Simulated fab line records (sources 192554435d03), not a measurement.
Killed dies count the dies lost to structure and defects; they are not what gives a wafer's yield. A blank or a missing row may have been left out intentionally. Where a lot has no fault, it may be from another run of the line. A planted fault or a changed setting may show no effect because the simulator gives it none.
Which tool was responsible? / flow n5 finfet / 11 lots, 29 wafers sampled, at 5 steps of a route of 1938

WHAT THE GAUGES SHOWED, per wafer
N5_BEOL_M12_RS_MEAS_54: the measuring method here is four-point-probe.
lot=L115; measured=day 12 17:10; on=film metro-01; M12_RS (ohm/sq)=0.0593 0.0591 0.0587
lot=L117; measured=day 12 17:52; on=film metro-01; M12_RS (ohm/sq)=0.0602 0.0603 0.0591
lot=L118; measured=day 13 09:10; on=film metro-02; M12_RS (ohm/sq)=0.0586 0.0603 0.0589
lot=L114; measured=day 13 14:53; on=film metro-02; M12_RS (ohm/sq)=0.0592 0.0598 0.0593
lot=L119; measured=day 13 18:25; on=film metro-01; M12_RS (ohm/sq)=0.0586 0.0606
lot=L120; measured=day 13 23:38; on=film metro-02; M12_RS (ohm/sq)=0.0603 0.0590 0.0597
lot=L122; measured=day 14 21:02; on=film metro-02; M12_RS (ohm/sq)=0.0593 0.0586
lot=L124; measured=day 15 05:04; on=film metro-02; M12_RS (ohm/sq)=0.0595 0.0584 0.0577
lot=L123; measured=day 15 12:19; on=film metro-01; M12_RS (ohm/sq)=0.0585 0.0582 0.0610
lot=L131; measured=day 17 01:40; on=film metro-02; M12_RS (ohm/sq)=0.0587 0.0592
lot=L133; measured=day 17 13:21; on=film metro-01; M12_RS (ohm/sq)=0.0586 0.0600

EACH LOT AND THE TOOL THAT RAN IT (in order: tool; ch and the chambers of the sampled wafers; start)
lot=L115; N5_BEOL_M12_DESCUM_33=rie diel-05 ch 1,2, day 12 10:20; N5_BEOL_M12_ETCH_38=rie diel-05 ch 0,2, day 12 15:31; N5_BEOL_M12_SPUTTER_43=pvd sputter-03, day 12 16:02; N5_BEOL_M12_CMP_49=cmp-02 ch 0,1,2, day 12 16:47
lot=L117; N5_BEOL_M12_DESCUM_33=rie diel-05 ch 0,1,2, day 12 13:28; N5_BEOL_M12_ETCH_38=rie diel-05 ch 1,2, day 12 16:05; N5_BEOL_M12_SPUTTER_43=pvd sputter-02, day 12 16:43; N5_BEOL_M12_CMP_49=cmp-03 ch 2,3, day 12 17:26
lot=L118; N5_BEOL_M12_DESCUM_33=rie diel-04 ch 0,1,3, day 13 02:51; N5_BEOL_M12_ETCH_38=rie diel-04 ch 1,2,3, day 13 07:20; N5_BEOL_M12_SPUTTER_43=pvd sputter-02, day 13 07:58; N5_BEOL_M12_CMP_49=cmp-03 ch 2,3, day 13 08:45
lot=L114; N5_BEOL_M12_DESCUM_33=rie diel-06 ch 0,2,3, day 13 11:50; N5_BEOL_M12_ETCH_38=rie diel-05 ch 0,2, day 13 13:13; N5_BEOL_M12_SPUTTER_43=pvd sputter-03, day 13 13:45; N5_BEOL_M12_CMP_49=cmp-01 ch 1,2, day 13 14:28
lot=L119; N5_BEOL_M12_DESCUM_33=rie diel-06 ch 1,2, day 13 14:50; N5_BEOL_M12_ETCH_38=rie diel-04 ch 2,3, day 13 15:58; N5_BEOL_M12_SPUTTER_43=pvd sputter-02, day 13 16:31; N5_BEOL_M12_CMP_49=cmp-03 ch 0,3, day 13 18:07
lot=L120; N5_BEOL_M12_DESCUM_33=rie diel-06 ch 1,2,3, day 13 20:34; N5_BEOL_M12_ETCH_38=rie diel-04 ch 1,3, day 13 21:16; N5_BEOL_M12_SPUTTER_43=pvd sputter-03, day 13 21:44; N5_BEOL_M12_CMP_49=cmp-01 ch 0,2,3, day 13 23:17
lot=L122; N5_BEOL_M12_DESCUM_33=rie diel-04 ch 1, day 14 14:46; N5_BEOL_M12_ETCH_38=rie diel-05 ch 1,3, day 14 19:29; N5_BEOL_M12_SPUTTER_43=pvd sputter-01, day 14 19:53; N5_BEOL_M12_CMP_49=cmp-01 ch 0,1, day 14 20:43
lot=L124; N5_BEOL_M12_DESCUM_33=rie diel-05 ch 1,2,3, day 15 01:19; N5_BEOL_M12_ETCH_38=rie diel-05 ch 1,2,3, day 15 01:59; N5_BEOL_M12_SPUTTER_43=pvd sputter-02, day 15 03:55; N5_BEOL_M12_CMP_49=cmp-03 ch 0,1,3, day 15 04:38
lot=L123; N5_BEOL_M12_DESCUM_33=rie diel-06 ch 0,1,2, day 15 08:34; N5_BEOL_M12_ETCH_38=rie diel-06 ch 0,2, day 15 10:37; N5_BEOL_M12_SPUTTER_43=pvd sputter-03, day 15 11:10; N5_BEOL_M12_CMP_49=cmp-03 ch 1,3, day 15 11:53
lot=L131; N5_BEOL_M12_DESCUM_33=rie diel-06 ch 0,1, day 16 19:02; N5_BEOL_M12_ETCH_38=rie diel-06 ch 0,2, day 16 23:48; N5_BEOL_M12_SPUTTER_43=pvd sputter-03, day 17 00:21; N5_BEOL_M12_CMP_49=cmp-03 ch 0,2, day 17 01:16
lot=L133; N5_BEOL_M12_DESCUM_33=rie diel-04 ch 0,1, day 17 08:09; N5_BEOL_M12_ETCH_38=rie diel-06 ch 1,3, day 17 10:38; N5_BEOL_M12_SPUTTER_43=pvd sputter-01, day 17 12:11; N5_BEOL_M12_CMP_49=cmp-02 ch 0,3, day 17 12:54
- N5_BEOL_M12_DESCUM_33: chemistry O2, time 7.9 s.
- N5_BEOL_M12_ETCH_38: etches SiCN in CF4/N2, target depth 68.7 nm, time 73.4 s.
- N5_BEOL_M12_SPUTTER_43: material TaN, target thk 15 nm, time 24.19 s.
- N5_BEOL_M12_CMP_49: polishes, stops on SiOC, t overpolish 20.6 s, target thk 320 nm.

THE ANSWER, worked out from the rows above alone
Rule: the lots themselves supply what counts as usual. The widest of any qualifying gaps counts: lots, ordered by their means at a reading, are off when they make up no more than a third of the lots, leave a main group of 4 or more, and stand apart from it by 3 or more times the standard deviation of that group's means. A main group whose means are all the same, to the digits that the tables above print for the reading, isn't used. Also off: a lot with no number at a reading for which 4 or more lots have one. The other lots that the step has rows for count as sound.
No lot is off on any of the readings shown, so nothing can be concluded from this.

WHAT THE SIMULATOR HAD PUT IN
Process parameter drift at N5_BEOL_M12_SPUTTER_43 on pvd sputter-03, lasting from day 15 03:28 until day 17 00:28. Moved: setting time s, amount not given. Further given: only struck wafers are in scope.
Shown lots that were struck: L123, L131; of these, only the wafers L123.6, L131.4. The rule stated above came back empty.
